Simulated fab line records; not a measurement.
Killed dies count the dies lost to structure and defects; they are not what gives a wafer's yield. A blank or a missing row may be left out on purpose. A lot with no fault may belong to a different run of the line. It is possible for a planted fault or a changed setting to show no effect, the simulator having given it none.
Matching of chambers    flow n5 finfet    ald sin-03 running N5_SPACER0_ALD_00: 4 sister chambers
The step deposits SiOCN, target thk 3.5 nm, pulse time 3 s, purge time 2 s. 18 wafers are shown with their chamber, then 9 later ones without.

## WAFERS, EACH WITH ITS CHAMBER
wafer   chamber  heater power w (W)  precursor pulse height rel
L076.2  2        900                 1.009
L076.5  2        903                 1.019
L076.6  1        804                 1.015
L077.2  0        953                 1.001
L077.3  3        766                 0.986
L077.6  2        863                 0.985
L078.2  1        807                 0.990
L078.3  0        954                 0.987
L078.6  1        780                 0.972
L083.1  1        808                 1.018
L083.3  3        761                 1.006
L083.5  3        767                 1.048
L084.3  1        787                 0.985
L084.4  0        950                 0.969
L084.6  3        769                 0.996
L087.3  1        785                 1.028
L087.4  1        813                 1.061
L087.5  2        901                 1.020

SIGNATURES (averages over the wafers above)
reading                     chamber 0  chamber 1  chamber 2  chamber 3  scatter within a chamber
heater power w              952.33     797.71     891.75     765.75     12.6
precursor pulse height rel  0.98567    1.00986    1.00825    1.00900    0.0254
Rule: distance of a wafer from a chamber = root of the sum over the readings of ((wafer's reading minus chamber's mean) / reading's scatter) squared. If the next closest chamber is less than 2 further off than the closest, the wafer can't be placed; otherwise it belongs to the closest. How the scatter is found: for the shown wafers, subtract from each reading the mean of its chamber, square and add these, divide the total by (wafers less chambers), then take the root.

## WAFERS WITH NO CHAMBER GIVEN
wafer   heater power w (W)  precursor pulse height rel
L092.1  920                 1.009
L092.2  756                 0.998
L092.3  964                 1.030
L094.3  762                 1.012
L094.5  941                 0.980
L094.6  802                 1.011
L097.1  761                 0.975
L097.3  797                 1.000
L097.6  758                 1.029

## CHAMBER TAKEN BY EACH
wafer   from the rows above      in truth
L092.1  can't be placed: 2 or 0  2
L092.2  3                        3
L092.3  0                        0
L094.3  3                        3
L094.5  0                        0
L094.6  1                        1
L097.1  can't be placed: 3 or 1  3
L097.3  1                        1
L097.6  3                        3
Correct placement for 7 of the 9. Cannot be placed on the basis of these rows: 2; the candidates contain the true chamber in 2. 0 placed wrongly.
